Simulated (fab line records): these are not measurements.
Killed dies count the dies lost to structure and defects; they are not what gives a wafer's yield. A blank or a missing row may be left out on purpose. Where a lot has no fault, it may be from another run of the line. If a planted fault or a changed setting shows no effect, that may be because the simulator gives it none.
fab line records ; flow n5-finfet
[record] lots = 4; wafers = 10; last-day = 17
route steps=1938 shown BEOL_M9@1461 BEOL_M10@1470
lots with no fault: from the same line, run without faults
start-h: the number of hours between the record's first day and the start of the first shown wafer of the lot ; wait-h: hours since the lot's step before ; " repeats the value in the row above ; L1.1+2: a single row standing in for several wafers ; - value missing, or start not given ; * or withheld: withheld ; < > ~ a bound
route shown NAME@n: names a module that has steps shown in the file, with the first one's number in the route ; usual: average and standard deviation across the fault-free wafers ; same: alike in all rows ; chamber/n: place in a boat ; sites: each site's reading ; _std_site: standard deviation across them ; _edge_site: mean of outer sites minus mean of inner sites ; radius-mm: for every site, how far away it sits from the centre of the wafer ; mask NAME#n: copy n ; behind: the most recent tool/chamber to have shaped the wafer ; hold: reason for holding the lot/hours on hold/outcome of the hold ; device: the n, p or np transistor that did not switch ; end of line: the route-end tests of the same wafers ; where a step has no rows: the recipe by itself ; killed: count of dies lost to structure and defects at first sort (not the wafer's yield) ; map: a wafer's dies, marking killed ones x, the rest . and places with no die _
set.NAME: the run value of the setting; set.NAME@STEP: its run value at that earlier step ; model.NAME: the simulator's own value behind a step, which no gauge read
certain route steps with their lots: each step a table, each wafer a row
services: when a tool's chamber went out of use (start-h, in hours from the record's first day, below 0 if earlier), for how many hours, and the reason
[[steps]]
[step N5_BEOL_M9_SPUTTER_48]
[recipe] material = Cu; target-thk-a = 120; temp-c = -20; bias-v = 60; power-w = 26000; chamber-pressure-pa = 0.13; time-s = 2
[step N5_BEOL_M9_ECD_50]
[recipe] material = Cu; target-thk-a = 3180
[step N5_BEOL_M9_ANNEAL_51]
[recipe] temp-c = 225; time-s = 90; ambient = N2
[step N5_BEOL_M9_CMP_52]
[recipe] stop-on = SiCOH_lowk; t-overpolish-s = 7; down-force-psi = 1; platen-rpm = 50; clearing-platen-down-force-psi = 1.5; clearing-platen-rpm = 50; post-cmp-clean = cu-alkaline; target-thk-nm = 140; clearing-platen-pad-velocity-m-s = 0.99484; pad-velocity-m-s = 0.99484
[step N5_BEOL_M9_PRE_CLEAN_55]
[recipe] gas = NH3; time-s = 15; temp-c = withheld; rf-power-w = 300
[step N5_BEOL_M9_DEP_56]
[recipe] material = SiCN; target-thk-a = 150; temp-c = withheld; precursor = 3MS/NH3; pressure-torr = 3; rf-w = 202; time-s = 26.5
[step N5_BEOL_M10_ILD_DEP_00]
[recipe] material = SiCOH_lowk; target-thk-a = 3085.1; temp-c = 300; precursor = DEMS/porogen; pressure-torr = 5; rf-w = 500; time-s = 58
[step N5_BEOL_M10_CURE_71]
[recipe] temp-c = 385; time-s = 240; ambient = He/Ar; material = SiCOH_lowk
[step N5_BEOL_M10_PECVD_70]
[recipe] material = SiO2; target-thk-a = 200; temp-c = 400; precursor = TEOS/O2; pressure-torr = 5.5; rf-w = 450; teos-flow-sccm = 53.8; gas = O2; flow-sccm = 3000; time-s = 22.7
[usual] heater-power-w = 730/86; showerhead-plenum-p-Torr = 8.81/0.045; throttle-valve-pct = 22.0/1.1
lot.wafer;tool;chamber;start-h;wait-h;heater-power-w;showerhead-plenum-p-Torr;throttle-valve-pct;model.SiO2_of_BEOL_M10_PECVD_70.thk-nm
L419.3;pecvd-01;1;238.60;0.0;827;8.79;23.4;20.6
L419.4;pecvd-01;2;238.60;0.0;654;8.77;20.8;20.2
L419.5;pecvd-01;0;238.60;0.0;633;8.83;22.0;20
L427.1;pecvd-01;1;305.18;0.0;827;8.76;23.6;14.6
L427.6;pecvd-01;1;305.18;0.0;810;8.79;23.6;20.4
L429.2;pecvd-01;2;305.81;0.0;744;8.78;20.7;19.6
L429.3;pecvd-01;0;305.81;0.0;732;8.83;21.9;13.8
L431.1;pecvd-04;2;321.13;0.0;785;8.84;21.3;19.6
L431.2;pecvd-04;0;321.13;0.0;673;8.88;20.9;19.6
L431.5;pecvd-04;1;321.13;0.0;814;8.82;23.0;19.6
[step N5_BEOL_M10_HM_DEP_02]
[recipe] material = TiN; target-thk-a = 200; temp-c = 25; chamber-pressure-pa = 0.49996
[step N5_BEOL_M10_COAT_59]
[recipe] resist = SOC; temp-c = 250; time-s = 60; spin-rpm = 1500; resist-thk-nm = 100
[step N5_BEOL_M10_COAT_60]
[recipe] resist = SiARC; temp-c = 220; time-s = 60; spin-rpm = 1500; resist-thk-nm = 30
[step N5_BEOL_M10_COAT_05]
[recipe] resist = CAR-ArF; spin-rpm = 1500; resist-thk-nm = 90
[step N5_BEOL_M10_EBR_07]
[recipe] solvent = PGMEA; ebr-width-mm = 1.5
[step N5_BEOL_M10_SOFTBAKE_06]
[recipe] temp-c = 110; time-s = 60; resist = CAR-ArF
[step N5_BEOL_M10_EXPOSE_08]
[recipe] mask-id = M10; na = 1.35; source-shape = dipole; sigma-inner = 0.411; sigma-outer = 0.611; polarization = te; dose-mj = 53.75
[step N5_BEOL_M10_PEB_09]
[recipe] peb-temp-c = withheld; peb-time-s = 60; resist = CAR-ArF
[step N5_BEOL_M10_DEVELOP_10]
[recipe] develop-time-s = 30; developer = TMAH; resist = CAR-ArF; rinse-liquid = diw; dry = air-spin; dev-temp-c = 23
[step N5_BEOL_M10_DESCUM_16]
[recipe] chemistry = O2; time-s = 7.9; source-power-w = 50; bias-power-w = 20; pressure-mtorr = 20; rf-frequency-hz = 2.712e+07; temp-c = 40; resist = CAR-ArF; o2-flow-sccm = 225
[step N5_BEOL_M10_ETCH_61]
[recipe] chemistry = CF4; target = SiARC; target-depth-a = 390; mask-material = CAR-ArF; time-s = 65; ion-energy-ev = 80; pressure-mtorr = 40; source-w = 545; bias-w = 36; Ar_flow_sccm = 100; cf4-flow-sccm = 100; ends = cleared
[step N5_BEOL_M10_ETCH_62]
[recipe] chemistry = N2/H2; target = SOC; target-depth-a = 1100; overetch-a = 220; mask-material = SiARC; temp-c = 40; time-s = 165; ion-energy-ev = 200; pressure-mtorr = 30; source-w = 840; bias-w = 150; n2-flow-sccm = 200; h2-flow-sccm = 200
[step N5_BEOL_M10_STRIP_68]
[recipe] chemistry = N2/H2; temp-c = 40; n2-flow-sccm = 200; h2-flow-sccm = 200; rf-frequency-hz = 6e+07
[step N5_BEOL_M10_STRIP_67]
[recipe] chemistry = CF4; resist = SiARC; power-w = 300; bias-power-w = 75; pressure-mtorr = 50; cf4-flow-sccm = 150; rf-frequency-hz = 6e+07
[step N5_BEOL_M10_HM_OPEN_17]
[recipe] chemistry = Cl2/BCl3; target-depth-a = 200; overetch-a = 60; target = TiN; mask-material = SOC; ion-energy-ev = 150; pressure-mtorr = 10; icp-w = 1000; bias-w = 126; Cl2_flow_sccm = 53.25; bcl3-flow-sccm = 21.75; Ar_flow_sccm = 25
[step N5_BEOL_M10_STRIP_19]
[recipe] chemistry = O2; power-w = 400; temp-c = 40; pressure-mtorr = 30; rf-frequency-hz = 6e+07; bias-power-w = 0; overash-fraction = 0.2; o2-flow-sccm = 225
[step N5_BEOL_M10_COAT_63]
[recipe] resist = SOC; temp-c = 250; time-s = 60; spin-rpm = 1500; resist-thk-nm = 100
[step N5_BEOL_M10_COAT_64]
[recipe] resist = SiARC; temp-c = 220; time-s = 60; spin-rpm = 1500; resist-thk-nm = 30
[step N5_BEOL_M10_COAT_22]
[recipe] resist = CAR-ArF; spin-rpm = 1500; resist-thk-nm = 90
[step N5_BEOL_M10_EBR_24]
[recipe] solvent = PGMEA; ebr-width-mm = 1.5
[step N5_BEOL_M10_SOFTBAKE_23]
[recipe] temp-c = 110; time-s = 60; resist = CAR-ArF
[step N5_BEOL_M10_EXPOSE_25]
[recipe] mask-id = V9; na = 1.35; source-shape = annular; sigma-inner = 0.5; sigma-outer = 0.8; polarization = unpolarized; dose-mj = 85.5
[step N5_BEOL_M10_PEB_26]
[recipe] peb-temp-c = withheld; peb-time-s = 60; resist = CAR-ArF
[step N5_BEOL_M10_DEVELOP_27]
[recipe] develop-time-s = 30; developer = TMAH; resist = CAR-ArF; rinse-liquid = diw; dry = air-spin; dev-temp-c = 23
[step N5_BEOL_M10_HM_STRIP_39]
[recipe] chemistry = peroxide-tin-strip; material = TiN; target-depth-a = 250; temp-c = 50; time-s = 158
lot.wafer;tool;chamber;start-h;wait-h;model.SiO2_of_BEOL_M10_PECVD_70.thk-nm
L419.3;wet-bench-03;6;244.12;0.0;20.4
L419.4;wet-bench-03;4;244.12;0.0;20
L419.5;wet-bench-03;3;244.12;0.0;19.8
L427.1;wet-bench-03;1;308.40;0.0;14.4
L427.6;wet-bench-03;2;308.40;0.0;20.2
L429.2;wet-bench-04;6;310.23;0.0;19.4
L429.3;wet-bench-04;1;310.23;0.0;13.6
L431.1;wet-bench-03;2;331.06;0.0;19.6
L431.2+5;wet-bench-03;4,6;331.06;0.0;19.4
[step N5_BEOL_M10_CMP_52]
[recipe] stop-on = SiCOH_lowk; t-overpolish-s = 7; down-force-psi = 1; platen-rpm = 50; clearing-platen-down-force-psi = 1.5; clearing-platen-rpm = 50; post-cmp-clean = cu-alkaline; target-thk-nm = 140; clearing-platen-pad-velocity-m-s = 0.99484; pad-velocity-m-s = 0.99484
[usual] barrier-field-endpoint-s = 28.9/0.72; motor-current-A = 6.2/0.57; retaining-ring-pressure-frac = 1.000/0.0048
lot.wafer;tool;chamber;start-h;wait-h;barrier-field-endpoint-s;motor-current-A;retaining-ring-pressure-frac
L419.3;cmp-03;3;246.29;0.2;29.0;6.1;1.000
L419.4;cmp-03;2;246.29;0.2;29.9;4.9;1.000
L419.5;cmp-03;0;246.29;0.2;29.6;6.0;0.997
L427.1;cmp-03;2;311.66;0.3;22.7;5.2;0.997
L427.6;cmp-03;2;311.66;0.3;30.5;5.5;1.003
L429.3;cmp-04;2;312.43;0.2;21.2;5.5;0.990
L429.2;cmp-04;0;312.43;0.2;29.6;6.0;0.992
L431.1;cmp-02;2;334.56;0.3;27.8;6.6;0.999
L431.2;cmp-02;0;334.56;0.3;28.3;7.0;1.006
L431.5;cmp-02;1;334.56;0.3;28.5;5.8;1.000
[[services]]
tool;chamber;start-h;hours;kind
cmp-02;-;216.47;0.3;repair
pecvd-04;2;233.81;14.8;repair
pecvd-04;-;237.05;0.8;repair
cmp-03;-;240.67;1.8;repair
pecvd-04;-;264.72;2.1;repair
cmp-02;-;296.23;6.5;repair
cmp-03;-;299.96;2.0;repair
cmp-03;-;303.94;4.4;pm
cmp-04;-;306.53;4.0;pm
cmp-04;-;310.53;-;consumable-replace:conditioner
cmp-04;-;310.53;-;consumable-replace:pad
cmp-04;-;312.89;5.5;repair
pecvd-01;0;318.38;5.5;scheduled-down
[[key]]
[first-sign] step = N5_BEOL_M10_CMP_52; reading = barrier-field-endpoint-s; direction = down; sigmas = 9.6; usual = 28.9; struck = 22.0
effect none on later readings
[model-effect] step = N5_BEOL_M10_PECVD_70; value = SiO2_of_BEOL_M10_PECVD_70.thk-nm; without = 19.8; struck = 14.2
[model-effect] step = N5_BEOL_M10_HM_STRIP_39; value = SiO2_of_BEOL_M10_PECVD_70.thk-nm; without = 19.6; struck = 14
met-at N5_BEOL_M10_PECVD_70
struck-wafers L427.1,L429.3
onset-between 238.60 305.18
[fault] kind = process-parameter-drift; tool = pecvd-01; chamber = -; onset-h = 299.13; steps = N5_BEOL_M10_PECVD_70; channel = time-s; offset = *; shape = step; end-h = 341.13; scope = struck-wafers-only; acts-in = *; stated = *
